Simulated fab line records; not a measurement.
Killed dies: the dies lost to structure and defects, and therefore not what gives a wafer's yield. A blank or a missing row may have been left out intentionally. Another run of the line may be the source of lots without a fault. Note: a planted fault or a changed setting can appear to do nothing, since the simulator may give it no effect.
A lot that was struck, set against a sound lot || flow nand harc || 17 out of 1159 route steps
Sound: the wafers L548.2, L548.4, L548.5. Struck: wafer L557.6. The cause is named last.
Each step with rows lists, per side, the tool, then ch with its chambers, then its first start. Under that, the readings that differ: sound wafers || struck wafers || difference of the means || sigmas: that difference in standard deviations of wafers without a fault.
alike: a reading whose means differ by less than 2 such deviations, as well as words and numbers matching on both sides. not compared: withheld readings; readings where some wafer has no value; bounds like >300 that might hide an equal value; numbers whose values overlap and for which the record gives no deviation.
A row with sigmas, a row that says differs or no value, or rows on one side alone: a step with any of these is where the two part. Numbers that have no deviation but don't overlap get no sigmas and don't part them. Lack of a reading on every wafer of one side parts them only where that side has two or more wafers.

NHARC_P_GATE_DESCUM_93: chemistry O2, time 3 s.
  sound on rie diel-13 ch 0,1,2, day 5 17:56; struck on rie diel-13 ch 0, day 8 05:56
  alike: drypump motor current A, oes product au, rf vpp V, showerhead plenum p Torr, throttle valve pct
  not compared: rf hours counter h
then, 2 steps without rows for these wafers: NHARC_P_GATE_IMPLANT_94; NHARC_P_GATE_STRIP_113 (strips in N2/H2, time 740 s).
NHARC_P_GATE_STRIP_95: strips in O2.
  sound on plasma asher-02 ch 1, day 5 19:00; struck on plasma asher-02 ch 0
  alike: drypump motor current A, heater power w
  not compared: rf hours counter h
then, 1 step without rows for these wafers: NHARC_P_GATE_STRIP_96 (strips in SPM, time 900 s).
NHARC_P_GATE_RTA_64: time 1 s.
  sound on rtp anneal-02 ch 0, day 5 19:37; struck on rtp anneal-02 ch 0, day 8 07:48
  alike: lamp power pct, wafer_temp_C_max
then, 5 steps without rows for these wafers: NHARC_P_GATE_ETCH_77 (etches SiO2 in dHF, target depth 6 nm); NHARC_P_GATE_DEGAS_109 (time 60 s); NHARC_P_GATE_PRE_CLEAN_110 (time 30 s); NHARC_P_GATE_SPUTTER_78 (material Ni, target thk 10 nm); NHARC_P_GATE_SPUTTER_79 (material TiN, target thk 10 nm).
NHARC_P_GATE_RTA_80: time 30 s.
  sound on rtp anneal-02 ch 0, day 5 20:14; struck on rtp anneal-02 ch 0, day 8 08:24
  alike: lamp power pct, wafer_temp_C_max
NHARC_P_GATE_STRIP_67: strips in SPM, time 600 s.
  sound on wet bench-02 ch 0,2,7, day 5 20:25; struck on wet bench-02 ch 2, day 8 08:29
NHARC_P_GATE_RTA_82: time 30 s.
  sound on rtp anneal-02 ch 0, day 5 20:41; struck on rtp anneal-01 ch 0, day 8 08:52
  alike: lamp power pct, wafer_temp_C_max
NHARC_P_GATE_INSPECT_68:
  sound on defect inspect-02 at day 5 20:52; struck on defect inspect-01 at day 8 09:06
{"reading": "raw defect count", "sound": "344 599 242", "struck": 698, "difference": "+303", "sigmas": "+4"}
  not compared: hold
then, 1 step without rows for these wafers: NHARC_P_CONTACT_DEP_30 (deposits SiNx, target thk 30 nm).
-- jump in the record: it breaks off in module P_CONTACT and resumes in module END (first step shown: number 1159 of the route), and 17 days separate the struck wafers' starts before and after --
NHARC_END_SORT_01:
  the record has rows for the struck wafers here (prober-02 ch 0, day 25 07:03) and none for the sound ones

WHERE THEY PART
Earliest at NHARC_P_GATE_INSPECT_68; latest, in this record, at NHARC_END_SORT_01.

WHY: whatever the simulator had introduced
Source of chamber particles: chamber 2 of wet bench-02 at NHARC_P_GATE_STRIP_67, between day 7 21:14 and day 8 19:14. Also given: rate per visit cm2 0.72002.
